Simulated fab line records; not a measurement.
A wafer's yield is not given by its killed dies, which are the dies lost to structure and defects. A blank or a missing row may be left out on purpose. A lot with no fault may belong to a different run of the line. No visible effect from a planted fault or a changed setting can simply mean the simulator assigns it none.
fab line records	flow n5Finfet
[record] lots = 24	wafers = 72	lastDay = 17
route steps=1938 shown BEOL_M8@1392 BEOL_M9@1402
lots untouched by any fault: they come from a run of this same line in which no faults occurred
startH: hours from the record's opening day to when the first of the lot's shown wafers began	waitH: hours since the lot's step before	" repeats the value in the row above	L1.1+2: one row covering several wafers at once	- either no value or no given start	* or withheld: withheld	< > ~ a bound
route shown NAME@n: names a module that has steps shown in the file, with the first one's number in the route	usual: mean and standard deviation over wafers with no fault	same: alike in all rows	chamber/n: place in a boat	sites: the reading at each site	_std_site: standard deviation of those values	_edge_site: inner sites' mean taken away from outer sites' mean	radiusMm: for every site, how far away it sits from the centre of the wafer	mask NAME#n: copy n	behind: tool/chamber where the wafer was last shaped	hold: cause of the lot's hold/its duration in hours/its outcome	device: names the non-switching transistor (n, p or np)	end of line: the tests these same wafers got at the end of their route	a step with no rows: only its recipe	killed: dies that structure and defects cost at the first sort, which is not the same as the wafer's yield	map: the dies of a wafer, with x for killed, . for not killed, _ for no die there
set.NAME: the setting as run; set.NAME@STEP: as run at that earlier step	model.NAME: the simulator's own value behind a step, which no gauge read
one table for each step of the route and one row for each wafer, over a sample of lots
services: when a tool's chamber went out of use (startH, in hours from the record's first day, below 0 if earlier), for how many hours, and the reason
[[steps]]
[step N5_BEOL_M8_SPUTTER_48]
[recipe] material = Cu	targetThkA = 100	tempC = -20	biasV = 60	powerW = 26000	chamberPressurePa = 0.13	timeS = 1.667
[usual] throttleValvePct = 29.7/1.3
[same] timeS = 1.667
lot.wafer	tool	chamber	startH	waitH	throttleValvePct
L074.2	pvdSputter-02	-	205.37	0.1	28.4
L074.5	"	-	"	"	29.8
L074.6	"	-	"	"	28.0
L075.3	pvdSputter-01	-	206.34	0.2	31.1
L075.4	"	-	"	"	29.3
L075.5	"	-	"	"	30.3
L077.1	pvdSputter-03	-	206.57	0.1	32.4
L077.3	"	-	"	"	27.9
L077.5	"	-	"	"	31.4
L076.2	pvdSputter-01	-	213.79	0.3	28.4
L076.4	"	-	"	"	31.1
L076.6	"	-	"	"	31.3
L079.1	pvdSputter-03	-	234.19	0.1	32.5
L079.4	"	-	"	"	29.8
L079.6	"	-	"	"	29.7
L080.1	pvdSputter-03	-	234.36	0.1	31.4
L080.3	"	-	"	"	29.8
L080.6	"	-	"	"	32.0
L078.1	pvdSputter-01	-	237.67	0.1	31.0
L078.3	"	-	"	"	30.7
L078.6	"	-	"	"	29.3
L081.1	pvdSputter-02	-	242.07	1.7	29.8
L081.4	"	-	"	"	29.6
L081.6	"	-	"	"	29.9
L082.1	pvdSputter-01	-	247.93	0.1	31.4
L082.4	"	-	"	"	30.3
L082.6	"	-	"	"	29.0
L083.1	pvdSputter-02	-	248.04	0.1	29.7
L083.2	"	-	"	"	28.0
L083.4	"	-	"	"	29.7
L084.3	pvdSputter-02	-	258.25	0.1	29.8
L084.5	"	-	"	"	30.1
L084.6	"	-	"	"	29.4
L085.2	pvdSputter-03	-	268.27	0.1	31.5
L085.4	"	-	"	"	32.4
L085.6	"	-	"	"	32.2
L086.1	pvdSputter-02	-	274.61	0.2	29.5
L086.2	"	-	"	"	27.8
L086.4	"	-	"	"	29.7
L087.2	pvdSputter-03	-	282.97	0.1	28.0
L087.5	"	-	"	"	28.1
L087.6	"	-	"	"	31.3
L088.2	pvdSputter-03	-	289.11	0.1	32.5
L088.3	"	-	"	"	29.6
L088.5	"	-	"	"	29.9
L090.1	pvdSputter-03	-	289.79	0.3	29.5
L090.3	"	-	"	"	31.2
L090.6	"	-	"	"	31.6
L089.2	pvdSputter-02	-	297.74	0.1	29.6
L089.3	"	-	"	"	27.8
L089.6	"	-	"	"	29.4
L091.4	pvdSputter-02	-	298.30	0.0	27.8
L091.5	"	-	"	"	28.0
L091.6	"	-	"	"	29.8
L092.1	pvdSputter-01	-	309.50	0.2	31.2
L092.4	"	-	"	"	28.4
L092.6	"	-	"	"	29.2
L093.1	pvdSputter-02	-	319.70	0.1	29.6
L093.4	"	-	"	"	29.5
L093.5	"	-	"	"	29.9
L094.2	pvdSputter-01	-	324.27	0.1	30.1
L094.3	"	-	"	"	29.2
L094.4	"	-	"	"	31.3
L095.1	pvdSputter-01	-	325.55	0.1	30.3
L095.3	"	-	"	"	28.4
L095.4	"	-	"	"	28.9
L096.2	pvdSputter-03	-	337.13	0.4	29.8
L096.3	"	-	"	"	32.1
L096.6	"	-	"	"	31.2
L097.1	pvdSputter-02	-	341.38	0.5	28.0
L097.4	"	-	"	"	29.3
L097.5	"	-	"	"	27.8
[step N5_BEOL_M9_CURE_71]
[recipe] tempC = 385	timeS = 240	ambient = He/Ar	material = SiCOH_lowk
[usual] lampPowerPct = 52.32/0.054	wafer_temp_C_max = 386.8/0.57
[same] timeS = 240
lot.wafer	tool	chamber	startH	waitH	lampPowerPct	wafer_temp_C_max
L074.2	uvCure-01	1	206.75	0.1	52.35	387.3
L074.5	"	1	"	"	52.35	387.0
L074.6	"	1	"	"	52.31	386.8
L075.3	uvCure-02	0	207.71	0.2	52.25	386.6
L075.4	"	0	"	"	52.31	386.7
L075.5	"	0	"	"	52.34	386.9
L077.1	uvCure-01	2	208.06	0.0	52.40	386.8
L077.3	"	2	"	"	52.28	387.3
L077.5	"	2	"	"	52.36	386.6
L076.2	uvCure-01	2	214.99	0.1	52.22	387.9
L076.4	"	2	"	"	52.35	387.2
L076.6	"	2	"	"	52.34	386.5
L079.1	uvCure-02	1	235.45	0.0	52.28	389.2
L079.4	"	1	"	"	52.27	387.9
L079.6	"	1	"	"	52.31	387.5
L080.1	uvCure-03	0	235.64	0.2	52.31	386.8
L080.3	"	0	"	"	52.40	386.9
L080.6	"	0	"	"	52.13	386.7
L078.1	uvCure-03	1	238.98	0.0	52.40	385.9
L078.3	"	1	"	"	52.27	385.8
L078.6	"	1	"	"	52.40	386.0
L081.1	uvCure-02	0	243.24	0.0	52.34	386.5
L081.4	"	0	"	"	52.29	386.5
L081.6	"	0	"	"	52.33	386.4
L082.1	uvCure-01	2	249.00	0.0	52.44	387.4
L082.4	"	2	"	"	52.27	386.2
L082.6	"	2	"	"	52.20	386.5
L083.1	uvCure-02	2	249.30	0.0	52.35	386.8
L083.2	"	2	"	"	52.39	387.8
L083.4	"	2	"	"	52.28	387.2
L084.3	uvCure-01	0	259.48	0.2	52.33	386.3
L084.5	"	0	"	"	52.23	386.0
L084.6	"	0	"	"	52.24	386.7
L085.2	uvCure-01	2	269.46	0.1	52.34	386.7
L085.4	"	2	"	"	52.31	386.8
L085.6	"	2	"	"	52.33	386.8
L086.1	uvCure-01	2	276.37	0.1	52.27	386.4
L086.2	"	2	"	"	52.29	386.3
L086.4	"	2	"	"	52.38	386.4
L087.2	uvCure-03	2	284.63	0.1	52.28	386.6
L087.5	"	2	"	"	52.36	386.5
L087.6	"	2	"	"	52.33	386.8
L088.2	uvCure-03	2	290.74	0.5	52.33	386.8
L088.3	"	2	"	"	52.34	386.1
L088.5	"	2	"	"	52.32	386.5
L090.1	uvCure-02	1	291.03	0.0	52.25	387.8
L090.3	"	1	"	"	52.32	387.6
L090.6	"	1	"	"	52.40	387.7
L089.2	uvCure-01	2	299.16	0.1	52.32	386.5
L089.3	"	2	"	"	52.18	386.6
L089.6	"	2	"	"	52.32	387.1
L091.4	uvCure-03	1	300.05	0.3	52.21	386.1
L091.5	"	1	"	"	52.26	386.4
L091.6	"	1	"	"	52.36	386.1
L092.1	uvCure-01	1	310.60	0.0	52.38	386.8
L092.4	"	1	"	"	52.39	386.7
L092.6	"	1	"	"	52.30	387.2
L093.1	uvCure-01	0	321.74	0.0	52.29	385.6
L093.4	"	0	"	"	52.36	386.3
L093.5	"	0	"	"	52.37	385.8
L094.2	uvCure-02	0	325.43	0.1	52.34	387.5
L094.3	"	0	"	"	52.28	386.4
L094.4	"	0	"	"	52.29	386.6
L095.1	uvCure-03	0	326.91	0.0	52.34	386.9
L095.3	"	0	"	"	52.26	386.6
L095.4	"	0	"	"	52.28	387.2
L096.2	uvCure-02	1	339.12	0.7	52.29	387.7
L096.3	"	1	"	"	52.34	387.1
L096.6	"	1	"	"	52.29	387.6
L097.1	uvCure-01	0	342.70	0.3	52.24	386.5
L097.4	"	0	"	"	52.29	386.3
L097.5	"	0	"	"	52.30	387.1
[step N5_BEOL_M9_DESCUM_16]
[recipe] chemistry = O2	timeS = 7.9	sourcePowerW = 50	biasPowerW = 20	pressureMtorr = 20	rfFrequencyHz = 2.712e+07	tempC = 40	resist = CAR-ArF	o2FlowSccm = 225
[usual] drypumpMotorCurrentA = 5.5/0.55	oesProductAu = 0.80/0.097	rfVppV = 243.1/1.7	showerheadPlenumPTorr = 2.09/0.094	throttleValvePct = 20.33/0.17
[same] timeS = 7.9
lot.wafer	tool	chamber	startH	waitH	drypumpMotorCurrentA	oesProductAu	rfHoursCounterH	rfVppV	showerheadPlenumPTorr	throttleValvePct
L074.2	rieDiel-03	3	211.30	0.3	5.2	0.77	133	241.5	1.92	20.20
L074.5	"	2	"	"	5.2	0.75	-	243.1	2.18	20.33
L074.6	"	1	"	"	5.5	0.74	-	242.5	2.17	20.32
L075.3	rieDiel-05	1	211.93	0.5	6.0	0.98	3	242.7	2.06	20.37
L075.4	"	3	"	"	6.8	0.77	156	242.7	2.00	20.42
L075.5	"	0	"	"	4.7	0.86	-	242.8	2.03	20.17
L077.1	rieDiel-01	1	212.13	0.6	5.8	0.89	42	245.3	2.22	20.24
L077.3	"	3	"	"	4.9	0.97	5	243.2	2.14	19.99
L077.5	"	3	"	"	4.9	0.96	-	245.6	2.14	19.99
L076.2	rieDiel-05	3	217.42	0.0	6.8	0.76	158	242.8	2.00	20.41
L076.4	"	0	"	"	4.7	0.86	51	242.3	2.03	20.17
L076.6	"	2	"	"	6.2	0.71	-	241.8	2.01	20.65
L079.1	rieDiel-03	0	237.59	0.1	5.4	0.70	244	243.5	2.16	20.43
L079.4	"	2	"	"	5.1	0.74	168	246.0	2.18	20.37
L079.6	"	3	"	"	5.2	0.76	-	239.4	1.92	20.22
L080.1	rieDiel-01	2	237.61	0.1	6.4	0.73	203	243.6	2.15	20.73
L080.3	"	0	"	"	6.0	0.99	4	242.4	2.15	20.33
L080.6	"	3	"	"	4.9	0.93	-	244.3	2.14	20.00
L078.1	rieDiel-05	2	240.44	0.1	6.2	0.70	194	240.0	2.00	20.66
L078.3	"	3	"	"	6.8	0.76	165	243.2	1.99	20.44
L078.6	"	0	"	"	4.7	0.84	-	241.6	2.03	20.17
L081.1	rieDiel-03	0	247.03	0.0	5.4	0.69	247	242.8	2.16	20.43
L081.4	"	2	"	"	5.2	0.73	171	245.0	2.18	20.39
L081.6	"	1	"	"	5.4	0.72	-	244.2	2.17	20.34
L082.1	rieDiel-05	0	251.78	0.0	4.7	0.83	61	241.1	2.03	20.17
L082.4	"	3	"	"	6.8	0.74	168	241.7	1.99	20.44
L082.6	"	3	"	"	6.8	0.74	-	242.7	1.99	20.42
L083.1	rieDiel-03	3	251.98	0.1	5.2	0.75	145	241.4	1.92	20.22
L083.2	"	0	"	"	5.4	0.69	249	243.6	2.16	20.46
L083.4	"	3	"	"	5.2	0.75	-	241.8	1.92	20.24
L084.3	rieDiel-01	2	261.16	0.0	6.4	0.72	207	245.1	2.15	20.73
L084.5	"	3	"	"	4.9	0.92	-	243.7	2.13	20.01
L084.6	"	0	"	"	6.0	0.96	-	243.7	2.15	20.33
L085.2	rieDiel-03	3	272.81	0.2	5.2	0.74	154	241.2	1.92	20.24
L085.4	"	1	"	"	5.4	0.72	-	243.6	2.16	20.33
L085.6	"	3	"	"	5.2	0.74	-	241.2	1.92	20.24
L086.1	rieDiel-03	2	278.44	0.1	5.1	0.73	178	244.9	2.18	20.39
L086.2	"	3	"	"	5.2	0.74	156	241.7	1.92	20.24
L086.4	"	2	"	"	5.1	0.73	-	242.5	2.18	20.37
L087.2	rieDiel-03	3	286.05	0.0	5.2	0.73	160	239.9	1.92	20.25
L087.5	"	1	"	"	5.5	0.72	-	244.2	2.16	20.37
L087.6	"	0	"	"	5.4	1.00	-	244.0	2.15	20.10
L088.2	rieDiel-01	1	293.23	0.2	5.8	0.85	71	244.1	2.21	20.27
L088.3	"	2	"	"	6.3	0.72	213	243.1	2.15	20.75
L088.5	"	3	"	"	4.9	0.89	-	244.1	2.13	20.05
L090.1	rieDiel-03	3	293.27	0.1	5.2	0.74	163	239.3	1.92	20.26
L090.3	"	0	"	"	5.3	0.98	5	242.9	2.15	20.09
L090.6	"	0	"	"	5.4	0.99	-	243.3	2.15	20.09
L089.2	rieDiel-01	3	302.33	0.3	4.9	0.88	36	244.5	2.13	20.03
L089.3	"	0	"	"	6.0	0.93	27	245.5	2.14	20.36
L089.6	"	0	"	"	6.0	0.93	-	244.1	2.14	20.36
L091.4	rieDiel-05	1	302.40	0.0	6.0	0.91	30	242.1	2.05	20.41
L091.5	"	1	"	"	6.0	0.91	-	242.7	2.05	20.41
L091.6	"	0	"	"	4.7	0.83	-	242.6	2.02	20.21
L092.1	rieDiel-01	1	313.10	0.1	5.8	0.85	77	245.4	2.21	20.31
L092.4	"	2	"	"	6.4	0.71	219	242.0	2.15	20.75
L092.6	"	0	"	"	6.0	0.92	-	244.9	2.14	20.35
L093.1	rieDiel-03	1	324.88	0.0	5.4	0.70	219	244.8	2.16	20.36
L093.4	"	0	"	"	5.4	0.94	16	244.4	2.15	20.13
L093.5	"	3	"	"	5.3	0.72	-	239.6	1.91	20.26
L094.2	rieDiel-03	1	328.87	0.3	5.5	0.71	220	245.1	2.16	20.37
L094.3	"	2	"	"	5.2	0.71	195	244.8	2.17	20.41
L094.4	"	0	"	"	5.4	0.94	17	243.6	2.15	20.12
L095.1	rieDiel-03	1	329.38	0.3	5.4	0.70	220	244.6	2.16	20.36
L095.3	"	3	"	"	5.3	0.72	175	239.6	1.91	20.26
L095.4	"	0	"	"	5.4	0.93	17	244.0	2.15	20.12
L096.2	rieDiel-05	2	341.09	0.1	6.2	0.68	223	240.7	1.99	20.71
L096.3	"	0	"	"	4.7	0.81	87	241.8	2.02	20.23
L096.6	"	0	"	"	4.7	0.82	-	243.1	2.02	20.24
L097.1	rieDiel-03	3	345.77	0.0	5.2	0.73	180	239.0	1.91	20.28
L097.4	"	1	"	"	5.4	0.71	225	243.2	2.16	20.40
L097.5	"	1	"	"	5.4	0.71	-	244.4	2.16	20.37
[step N5_BEOL_M9_ETCH_61]
[recipe] chemistry = CF4	target = SiARC	targetDepthA = 390	maskMaterial = CAR-ArF	timeS = 65	ionEnergyEv = 80	pressureMtorr = 40	sourceW = 545	biasW = 36	Ar_flow_sccm = 100	cf4FlowSccm = 100	ends = cleared
[usual] drypumpMotorCurrentA = 5.5/0.55	etchRfOnTimeS = 64.4/1.2	oesProductAu = 0.69/0.083	rfVppV = 184.0/1.4	showerheadPlenumPTorr = 2.14/0.086	throttleValvePct = 15.51/0.19
lot.wafer	tool	chamber	startH	waitH	drypumpMotorCurrentA	etchRfOnTimeS	oesProductAu	rfHoursCounterH	rfVppV	showerheadPlenumPTorr	throttleValvePct
L074.2	rieDiel-03	3	211.34	0.0	5.2	65.2	0.65	133	181.4	1.99	15.47
L074.5	"	2	"	"	5.1	66.1	0.63	-	185.0	2.21	15.52
L074.6	"	1	"	"	5.4	64.5	0.63	-	185.0	2.21	15.50
L075.3	rieDiel-05	1	211.97	0.0	6.0	64.4	0.83	3	183.5	2.10	15.41
L075.4	"	3	"	"	6.8	63.5	0.66	156	183.6	2.06	15.69
L075.5	"	0	"	"	4.7	63.3	0.73	-	184.6	2.09	15.42
L077.1	rieDiel-01	1	212.16	0.0	5.8	62.9	0.77	42	185.6	2.26	15.37
L077.3	"	3	"	"	4.9	62.3	0.83	5	184.8	2.20	15.20
L077.5	"	3	"	"	4.9	62.5	0.83	-	186.8	2.20	15.22
L076.2	rieDiel-05	3	217.45	0.0	6.8	64.4	0.65	158	182.7	2.06	15.69
L076.4	"	0	"	"	4.7	63.7	0.74	51	183.8	2.09	15.39
L076.6	"	2	"	"	6.2	66.0	0.60	-	181.7	2.04	15.74
L079.1	rieDiel-03	0	237.62	0.0	5.3	65.8	0.59	244	184.6	2.20	15.65
L079.4	"	2	"	"	5.2	65.9	0.63	168	184.5	2.21	15.54
L079.6	"	3	"	"	5.2	65.6	0.64	-	181.9	1.99	15.49
L080.1	rieDiel-01	2	237.64	0.0	6.3	64.4	0.63	203	184.9	2.21	15.96
L080.3	"	0	"	"	6.0	62.6	0.86	4	184.9	2.19	15.38
L080.6	"	3	"	"	4.9	63.1	0.79	-	185.1	2.20	15.23
L078.1	rieDiel-05	2	240.47	0.0	6.2	66.5	0.60	194	182.6	2.04	15.78
L078.3	"	3	"	"	6.8	64.6	0.64	165	182.9	2.06	15.68
L078.6	"	0	"	"	4.7	64.1	0.73	-	182.4	2.09	15.42
L081.1	rieDiel-03	0	247.07	0.0	5.4	65.9	0.58	247	182.8	2.20	15.64
L081.4	"	2	"	"	5.1	65.3	0.62	171	186.0	2.21	15.55
L081.6	"	1	"	"	5.4	64.8	0.62	-	183.7	2.21	15.52
L082.1	rieDiel-05	0	251.82	0.0	4.7	64.9	0.72	61	182.7	2.09	15.43
L082.4	"	3	"	"	6.8	65.2	0.64	168	182.9	2.06	15.69
L082.6	"	3	"	"	6.8	65.0	0.64	-	182.7	2.05	15.70
L083.1	rieDiel-03	3	252.02	0.0	5.3	64.9	0.64	145	182.3	1.99	15.51
L083.2	"	0	"	"	5.4	65.6	0.59	250	185.2	2.19	15.65
L083.4	"	3	"	"	5.2	65.6	0.64	-	181.6	1.98	15.49
L084.3	rieDiel-01	2	261.20	0.0	6.4	63.3	0.63	207	183.9	2.20	15.96
L084.5	"	3	"	"	4.9	62.0	0.78	-	185.8	2.19	15.25
L084.6	"	0	"	"	6.0	62.4	0.83	-	183.2	2.18	15.39
L085.2	rieDiel-03	3	272.84	0.0	5.2	65.2	0.64	154	182.6	1.98	15.53
L085.4	"	1	"	"	5.5	64.7	0.62	-	184.1	2.20	15.55
L085.6	"	3	"	"	5.2	65.2	0.64	-	182.7	1.98	15.52
L086.1	rieDiel-03	2	278.48	0.0	5.2	65.3	0.62	178	183.8	2.21	15.57
L086.2	"	3	"	"	5.3	65.1	0.63	156	181.5	1.98	15.53
L086.4	"	2	"	"	5.2	65.8	0.62	-	186.2	2.21	15.57
L087.2	rieDiel-03	3	286.08	0.0	5.2	65.7	0.63	160	181.0	1.98	15.55
L087.5	"	1	"	"	5.4	65.7	0.60	-	183.6	2.20	15.55
L087.6	"	0	"	"	5.3	62.6	0.85	-	186.5	2.19	15.15
L088.2	rieDiel-01	1	293.27	0.0	5.8	63.7	0.73	71	185.9	2.25	15.43
L088.3	"	2	"	"	6.4	64.4	0.62	213	184.6	2.20	15.99
L088.5	"	3	"	"	4.9	62.8	0.76	-	183.0	2.19	15.26
L090.1	rieDiel-03	3	293.30	0.0	5.2	65.3	0.63	163	181.9	1.98	15.56
L090.3	"	0	"	"	5.4	62.4	0.84	5	184.9	2.19	15.17
L090.6	"	0	"	"	5.4	62.3	0.85	-	184.2	2.19	15.17
L089.2	rieDiel-01	3	302.36	0.0	4.9	62.7	0.76	36	183.1	2.19	15.29
L089.3	"	0	"	"	6.0	62.7	0.80	27	184.0	2.18	15.41
L089.6	"	0	"	"	6.0	63.2	0.80	-	185.7	2.18	15.42
L091.4	rieDiel-05	1	302.43	0.0	6.0	63.8	0.76	30	181.7	2.09	15.49
L091.5	"	1	"	"	6.0	63.9	0.77	-	182.1	2.09	15.48
L091.6	"	0	"	"	4.7	63.0	0.71	-	184.3	2.08	15.46
L092.1	rieDiel-01	1	313.13	0.0	5.8	63.4	0.73	77	185.7	2.25	15.45
L092.4	"	2	"	"	6.4	65.0	0.61	219	184.5	2.20	15.99
L092.6	"	0	"	"	6.0	63.6	0.79	-	183.1	2.18	15.43
L093.1	rieDiel-03	1	324.92	0.0	5.4	64.6	0.61	219	185.0	2.20	15.58
L093.4	"	0	"	"	5.4	62.4	0.81	16	184.6	2.19	15.18
L093.5	"	3	"	"	5.3	65.7	0.62	-	180.9	1.98	15.55
L094.2	rieDiel-03	1	328.91	0.0	5.4	65.6	0.60	220	185.2	2.20	15.58
L094.3	"	2	"	"	5.1	65.9	0.61	195	185.1	2.20	15.61
L094.4	"	0	"	"	5.3	63.3	0.81	17	184.9	2.19	15.18
L095.1	rieDiel-03	1	329.42	0.0	5.4	65.3	0.61	221	184.1	2.20	15.58
L095.3	"	3	"	"	5.2	66.5	0.62	175	181.4	1.98	15.57
L095.4	"	0	"	"	5.4	62.6	0.80	17	185.1	2.19	15.19
L096.2	rieDiel-05	2	341.13	0.0	6.2	66.3	0.57	223	183.4	2.03	15.82
L096.3	"	0	"	"	4.7	63.7	0.69	87	182.3	2.08	15.49
L096.6	"	0	"	"	4.7	63.2	0.70	-	184.4	2.08	15.46
L097.1	rieDiel-03	3	345.80	0.0	5.2	65.9	0.62	180	182.0	1.97	15.60
L097.4	"	1	"	"	5.4	65.1	0.60	225	184.0	2.20	15.60
L097.5	"	1	"	"	5.5	65.2	0.60	-	184.5	2.20	15.59
[step N5_BEOL_M9_OCD_MEAS_38]
[usual] trenchDepthNm = 152.5/2.4
lot.wafer	tool	chamber	startH	waitH	trenchDepthNm
L074.2	ocd-01	-	212.88	-	154.8
L074.5	"	-	"	"	153.6
L074.6	"	-	"	"	154.7
L075.3	ocd-02	-	213.91	-	153.5
L075.4	"	-	"	"	153.1
L075.5	"	-	"	"	152.4
L077.1	ocd-01	-	216.19	-	153.7
L077.3	"	-	"	"	149.0
L077.5	"	-	"	"	149.7
L076.2	ocd-01	-	218.79	-	150.8
L076.4	"	-	"	"	151.2
L076.6	"	-	"	"	150.8
L079.1	ocd-02	-	239.08	-	148.7
L079.4	"	-	"	"	150.3
L079.6	"	-	"	"	149.3
L080.1	ocd-02	-	239.24	-	154.0
L080.3	"	-	"	"	154.5
L080.6	"	-	"	"	153.7
L078.1	ocd-02	-	241.95	-	149.0
L078.3	"	-	"	"	150.7
L078.6	"	-	"	"	148.6
L081.1	ocd-02	-	248.66	-	152.6
L081.4	"	-	"	"	153.4
L081.6	"	-	"	"	155.0
L082.1	ocd-02	-	253.31	-	153.1
L082.4	"	-	"	"	152.2
L082.6	"	-	"	"	152.3
L083.1	ocd-01	-	253.35	-	154.9
L083.2	"	-	"	"	156.2
L083.4	"	-	"	"	155.0
L084.3	ocd-02	-	262.86	-	151.6
L084.5	"	-	"	"	150.9
L084.6	"	-	"	"	153.0
L085.2	ocd-01	-	274.14	-	154.7
L085.4	"	-	"	"	151.3
L085.6	"	-	"	"	154.1
L086.1	ocd-02	-	280.91	-	152.0
L086.2	"	-	"	"	152.1
L086.4	"	-	"	"	153.1
L087.2	ocd-01	-	287.63	-	151.5
L087.5	"	-	"	"	155.7
L087.6	"	-	"	"	152.7
L090.1	ocd-02	-	296.19	-	151.9
L090.3	"	-	"	"	156.8
L090.6	"	-	"	"	155.3
L088.2	ocd-02	-	296.36	-	150.1
L088.3	"	-	"	"	157.6
L088.5	"	-	"	"	150.2
L091.4	ocd-02	-	305.39	-	155.1
L091.5	"	-	"	"	154.2
L091.6	"	-	"	"	148.0
L089.2	ocd-01	-	305.65	-	154.0
L089.3	"	-	"	"	154.9
L089.6	"	-	"	"	153.0
L092.1	ocd-02	-	317.99	-	155.7
L092.4	"	-	"	"	156.1
L092.6	"	-	"	"	156.0
L093.1	ocd-02	-	328.03	-	153.6
L093.4	"	-	"	"	153.3
L093.5	"	-	"	"	155.0
L095.1	ocd-02	-	331.01	-	150.6
L095.3	"	-	"	"	147.8
L095.4	"	-	"	"	147.4
L094.2	ocd-01	-	331.17	-	153.2
L094.3	"	-	"	"	156.4
L094.4	"	-	"	"	149.4
L096.2	ocd-01	-	342.67	-	148.3
L096.3	"	-	"	"	148.9
L096.6	"	-	"	"	148.8
L097.1	ocd-02	-	347.26	-	153.1
L097.4	"	-	"	"	149.3
L097.5	"	-	"	"	150.6
[step N5_BEOL_M9_ANNEAL_51]
[recipe] tempC = 225	timeS = 90	ambient = N2
[usual] wafer_temp_C_max = 225.94/0.23
[same] timeS = 90
lot.wafer	tool	chamber	startH	waitH	wafer_temp_C_max
L074.2	rtpAnneal-01	0	215.61	0.1	225.59
L074.5	"	0	"	"	225.50
L074.6	"	0	"	"	225.46
L075.3	rtpAnneal-01	0	217.61	0.1	226.11
L075.4	"	0	"	"	226.17
L075.5	"	0	"	"	226.02
L077.1	rtpAnneal-01	0	218.04	0.1	225.67
L077.3	"	0	"	"	225.80
L077.5	"	0	"	"	225.73
L076.2	rtpAnneal-02	0	221.02	0.1	225.93
L076.4	"	0	"	"	225.53
L076.6	"	0	"	"	225.90
L079.1	rtpAnneal-01	0	242.22	0.1	226.25
L079.4	"	0	"	"	225.88
L079.6	"	0	"	"	226.05
L080.1	rtpAnneal-01	0	242.49	0.2	225.68
L080.3	"	0	"	"	225.89
L080.6	"	0	"	"	225.89
L078.1	rtpAnneal-02	0	245.89	0.1	226.22
L078.3	"	0	"	"	225.89
L078.6	"	0	"	"	225.98
L081.1	rtpAnneal-01	0	251.61	0.1	225.81
L081.4	"	0	"	"	225.71
L081.6	"	0	"	"	225.80
L082.1	rtpAnneal-01	0	254.93	0.1	226.02
L082.4	"	0	"	"	225.81
L082.6	"	0	"	"	226.09
L083.1	rtpAnneal-01	0	255.20	0.1	225.95
L083.2	"	0	"	"	226.25
L083.4	"	0	"	"	225.81
L084.3	rtpAnneal-02	0	265.28	0.4	225.84
L084.5	"	0	"	"	226.15
L084.6	"	0	"	"	226.15
L085.2	rtpAnneal-01	0	275.95	0.5	225.54
L085.4	"	0	"	"	225.71
L085.6	"	0	"	"	225.94
L086.1	rtpAnneal-01	0	282.61	0.2	226.06
L086.2	"	0	"	"	225.89
L086.4	"	0	"	"	226.08
L087.2	rtpAnneal-01	0	289.23	0.1	225.72
L087.5	"	0	"	"	225.95
L087.6	"	0	"	"	225.66
L088.2	rtpAnneal-01	0	298.65	0.6	226.15
L088.3	"	0	"	"	226.15
L088.5	"	0	"	"	226.27
L090.1	rtpAnneal-02	0	298.76	0.7	226.06
L090.3	"	0	"	"	225.92
L090.6	"	0	"	"	226.51
L091.4	rtpAnneal-01	0	307.68	0.2	226.12
L091.5	"	0	"	"	225.97
L091.6	"	0	"	"	226.13
L089.2	rtpAnneal-01	0	307.86	0.1	226.11
L089.3	"	0	"	"	225.92
L089.6	"	0	"	"	225.46
L092.1	rtpAnneal-02	0	319.74	0.2	225.71
L092.4	"	0	"	"	225.84
L092.6	"	0	"	"	226.12
L093.1	rtpAnneal-02	0	330.19	0.3	226.27
L093.4	"	0	"	"	225.95
L093.5	"	0	"	"	225.90
L095.1	rtpAnneal-02	0	332.97	0.1	225.88
L095.3	"	0	"	"	225.63
L095.4	"	0	"	"	226.24
L094.2	rtpAnneal-01	0	333.11	0.1	226.06
L094.3	"	0	"	"	225.75
L094.4	"	0	"	"	226.16
L096.2	rtpAnneal-02	0	346.53	0.3	226.07
L096.3	"	0	"	"	225.84
L096.6	"	0	"	"	226.14
L097.1	rtpAnneal-02	0	350.86	0.1	226.25
L097.4	"	0	"	"	226.19
L097.5	"	0	"	"	226.07
[[services]]
tool	chamber	startH	hours	kind
uvCure-03	-	193.95	7.5	pm
rtpAnneal-02	-	194.59	4.1	pm
rieDiel-01	0	197.61	-	clean
rieDiel-01	0	197.61	-	consumableReplace:focusRing
rieDiel-01	0	197.61	26.5	scheduledDown
rieDiel-01	0	197.61	26.5	ventCycle
rieDiel-01	-	202.49	2.8	pm
uvCure-01	-	226.66	10.1	repair
rieDiel-01	2	247.19	13.3	repair
rieDiel-03	2	251.67	11.3	repair
rieDiel-03	0	263.00	-	clean
rieDiel-03	0	263.00	-	consumableReplace:focusRing
rieDiel-03	0	263.00	18.7	scheduledDown
rieDiel-03	0	263.00	18.7	ventCycle
rieDiel-01	2	276.08	10.4	repair
rieDiel-03	1	291.76	7.9	repair
uvCure-03	-	328.21	14.1	repair
pvdSputter-01	-	347.55	1.5	repair
[[key]]
fault none
